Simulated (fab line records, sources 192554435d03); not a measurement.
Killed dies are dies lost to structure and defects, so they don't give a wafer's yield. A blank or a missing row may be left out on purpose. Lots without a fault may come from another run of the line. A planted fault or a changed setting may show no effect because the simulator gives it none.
One fault seen from 3 desks | flow n5_finfet | each desk has only its own numbers; what lay behind them comes last

THE TOOL OWNER'S DESK: rie_diel-02
The tool's own readings at N5_BEOL_M5_DESCUM_16 (chemistry O2, time 7 s): means of the sampled wafers that have a number, for each lot that ran on this tool. A lot is out of limits, marked OUT, if its mean lies more than 4 standard deviations from the usual mean; the brackets give that distance.
Columns: A = drypump_motor_current_A at N5_BEOL_M5_DESCUM_16, usual 5.5 A; B = oes_product_au at N5_BEOL_M5_DESCUM_16, usual 0.78 a.u.; C = rf_vpp_V at N5_BEOL_M5_DESCUM_16, usual 243.5 V; D = showerhead_plenum_p_Torr at N5_BEOL_M5_DESCUM_16, usual 2.11 Torr; E = throttle_valve_pct at N5_BEOL_M5_DESCUM_16, usual 20.54 %
lot  | first seen here | A   | B    | C     | D    | E
L327 | day 8 16:41     | 5.7 | 0.76 | 244.2 | 2.11 | 20.46
L336 | day 11 12:26    | 5.8 | 0.76 | 243.1 | 2.12 | 20.48
L338 | day 12 08:23    | 5.9 | 0.75 | 242.6 | 2.10 | 20.51
This desk's finding: nothing out of limits on any of the 3 lots.

THE METROLOGY DESK
What the gauges read, lot by lot, whatever tool the lot ran on: means of the sampled wafers that have a number. A lot is out of limits, marked OUT, if its mean lies more than 4 standard deviations from the usual mean; the brackets give that distance.
Columns: A = cd_nm at N5_BEOL_M5_CD_MEAS_11, usual 27.98 nm; B = M5_OVL at N5_BEOL_M5_OVL_MEAS_12, usual 0.1 nm
lot  | first seen here | A     | B
L325 | day 7 22:22     | 27.65 | 0.1
L327 | day 8 16:23     | 27.96 | -1.3
L336 | day 11 12:13    | 27.82 | 1.1
L338 | day 12 08:16    | 28.20 | 0.3
L344 | day 12 16:25    | 28.22 | -0.5
L345 | day 13 11:27    | 28.16 | -0.3
This desk's finding: nothing out of limits on any of the 6 lots.

THE DEFECT DESK
What the inspections along the route counted, lot by lot: means of the sampled wafers that have a number. A lot is out of limits, marked OUT, if its mean lies more than 4 standard deviations from the usual mean; the brackets give that distance.
Columns: A = raw_defect_count at N5_BEOL_M5_INSPECT_13, usual 425
lot  | first seen here | A
L325 | day 7 22:28     | 359
L327 | day 8 16:29     | 416
L336 | day 11 12:18    | 518
L338 | day 12 08:21    | 527
L344 | day 12 16:31    | 375
L345 | day 13 11:32    | 343
This desk's finding: nothing out of limits on any of the 6 lots.

PUT TOGETHER
The tool owner's desk saw nothing out of limits.
The metrology desk saw nothing out of limits.
The defect desk saw nothing out of limits.

WHAT THE SIMULATOR HAD PUT IN
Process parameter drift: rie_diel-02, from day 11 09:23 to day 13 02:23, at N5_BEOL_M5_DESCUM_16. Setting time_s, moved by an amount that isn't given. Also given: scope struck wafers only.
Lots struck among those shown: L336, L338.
